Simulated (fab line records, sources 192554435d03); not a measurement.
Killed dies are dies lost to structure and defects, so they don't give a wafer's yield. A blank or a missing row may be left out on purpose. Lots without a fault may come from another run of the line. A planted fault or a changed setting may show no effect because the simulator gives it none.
Chamber matching | flow n5_finfet | N5_BEOL_M2_ETCH_63 on rie_diel-05: 4 sister chambers
The step etches SiARC in CF4, target depth 15.6 nm, time 26 s. 4 wafers are shown with their chamber, then 10 later ones without.

WAFERS WITH THEIR CHAMBER
wafer  | chamber | showerhead_plenum_p_Torr (Torr)
L090.4 | 1       | 2.21
L090.6 | 3       | 2.08
L091.1 | 0       | 2.26
L091.2 | 2       | 2.16

WAFERS WITHOUT THEIR CHAMBER
wafer  | showerhead_plenum_p_Torr (Torr)
L091.6 | 2.08
L093.3 | 2.20
L093.4 | 2.16
L093.6 | 2.26
L094.1 | 2.26
L094.4 | 2.20
L094.6 | 2.26
L095.1 | 2.16
L095.4 | 2.20
L095.5 | 2.16

WHICH CHAMBER EACH WENT THROUGH
wafer  | from the rows above | in truth
L091.6 | 3                   | 3
L093.3 | 1                   | 1
L093.4 | 2                   | 2
L093.6 | 0                   | 0
L094.1 | 0                   | 0
L094.4 | 1                   | 1
L094.6 | 0                   | 0
L095.1 | 2                   | 2
L095.4 | 1                   | 1
L095.5 | 2                   | 2
Placed correctly: 10 of 10. Can't be placed from these rows: 0. Placed wrongly: 0.
How it was worked out, from the rows above alone: a wafer's distance from a chamber is the root of the sum, over the readings, of the square of ((its reading less the chamber's mean) divided by the reading's scatter). The wafer belongs to the nearest chamber; if the next one is less than 2 further off, it can't be placed. A chamber's mean is the mean of its shown wafers. The scatter: with one shown wafer a chamber, the root of the mean of the squares of how far each hidden wafer lies from its nearest shown one.
